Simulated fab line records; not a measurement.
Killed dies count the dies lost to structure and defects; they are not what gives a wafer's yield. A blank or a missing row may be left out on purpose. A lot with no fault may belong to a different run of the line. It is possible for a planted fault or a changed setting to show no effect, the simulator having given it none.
Matching of chambers || flow n5_finfet || 4 sister chambers for N5_ILD0_LINER_00 on ald_sin-03
The step material SiNx, target thk 4 nm, pulse time 1 s, purge time 2 s. 8 wafers are shown with their chamber, then 11 later ones without.

== EACH WAFER AND ITS CHAMBER ==
{"wafer": "L083.3", "chamber": 2, "heater_power_w (W)": 795, "precursor_pulse_height_rel": 1.027}
{"wafer": "L084.1", "chamber": 2, "heater_power_w (W)": 826, "precursor_pulse_height_rel": 0.995}
{"wafer": "L084.3", "chamber": 3, "heater_power_w (W)": 766, "precursor_pulse_height_rel": 1.003}
{"wafer": "L086.2", "chamber": 1, "heater_power_w (W)": 915, "precursor_pulse_height_rel": 0.993}
{"wafer": "L086.6", "chamber": 3, "heater_power_w (W)": 770, "precursor_pulse_height_rel": 1.014}
{"wafer": "L085.3", "chamber": 1, "heater_power_w (W)": 949, "precursor_pulse_height_rel": 1.008}
{"wafer": "L085.5", "chamber": 0, "heater_power_w (W)": 737, "precursor_pulse_height_rel": 1.008}
{"wafer": "L088.1", "chamber": 0, "heater_power_w (W)": 733, "precursor_pulse_height_rel": 0.979}

== WAFERS MISSING THEIR CHAMBER ==
{"wafer": "L088.3", "heater_power_w (W)": 775, "precursor_pulse_height_rel": 0.976}
{"wafer": "L088.4", "heater_power_w (W)": 913, "precursor_pulse_height_rel": 0.997}
{"wafer": "L089.1", "heater_power_w (W)": 720, "precursor_pulse_height_rel": 0.995}
{"wafer": "L089.3", "heater_power_w (W)": 946, "precursor_pulse_height_rel": 1.005}
{"wafer": "L089.6", "heater_power_w (W)": 931, "precursor_pulse_height_rel": 1.009}
{"wafer": "L092.1", "heater_power_w (W)": 810, "precursor_pulse_height_rel": 0.967}
{"wafer": "L092.2", "heater_power_w (W)": 752, "precursor_pulse_height_rel": 0.989}
{"wafer": "L092.3", "heater_power_w (W)": 940, "precursor_pulse_height_rel": 0.975}
{"wafer": "L093.1", "heater_power_w (W)": 719, "precursor_pulse_height_rel": 1.017}
{"wafer": "L093.2", "heater_power_w (W)": 942, "precursor_pulse_height_rel": 1.025}
{"wafer": "L093.4", "heater_power_w (W)": 786, "precursor_pulse_height_rel": 1.037}

== EACH ONE'S CHAMBER ==
{"wafer": "L088.3", "from the rows above": "can't be placed: 3 or 0 or 2", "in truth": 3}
{"wafer": "L088.4", "from the rows above": 1, "in truth": 1}
{"wafer": "L089.1", "from the rows above": 0, "in truth": 0}
{"wafer": "L089.3", "from the rows above": 1, "in truth": 1}
{"wafer": "L089.6", "from the rows above": 1, "in truth": 1}
{"wafer": "L092.1", "from the rows above": "can't be placed: 2 or 3", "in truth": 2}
{"wafer": "L092.2", "from the rows above": "can't be placed: 0 or 3", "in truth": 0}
{"wafer": "L092.3", "from the rows above": 1, "in truth": 1}
{"wafer": "L093.1", "from the rows above": "can't be placed: 0 or 3", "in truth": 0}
{"wafer": "L093.2", "from the rows above": 1, "in truth": 1}
{"wafer": "L093.4", "from the rows above": "can't be placed: 3 or 2", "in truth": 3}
Placed correctly: 6 of 11. These rows do not allow placing 5 (true chamber among the candidates in 5). Number placed wrongly: 0.
How it was worked out, from the rows above alone: a wafer's distance from a chamber is the root of the sum, over the readings, of the square of ((its reading less the chamber's mean) divided by the reading's scatter). The wafer belongs to the nearest chamber; if the next one is less than 2 further off, it can't be placed. The mean given for a chamber averages the wafers shown for that chamber. The scatter: take each reading less its chamber's mean, square it, sum over the shown wafers, divide by the number of wafers less the number of chambers, and take the root.
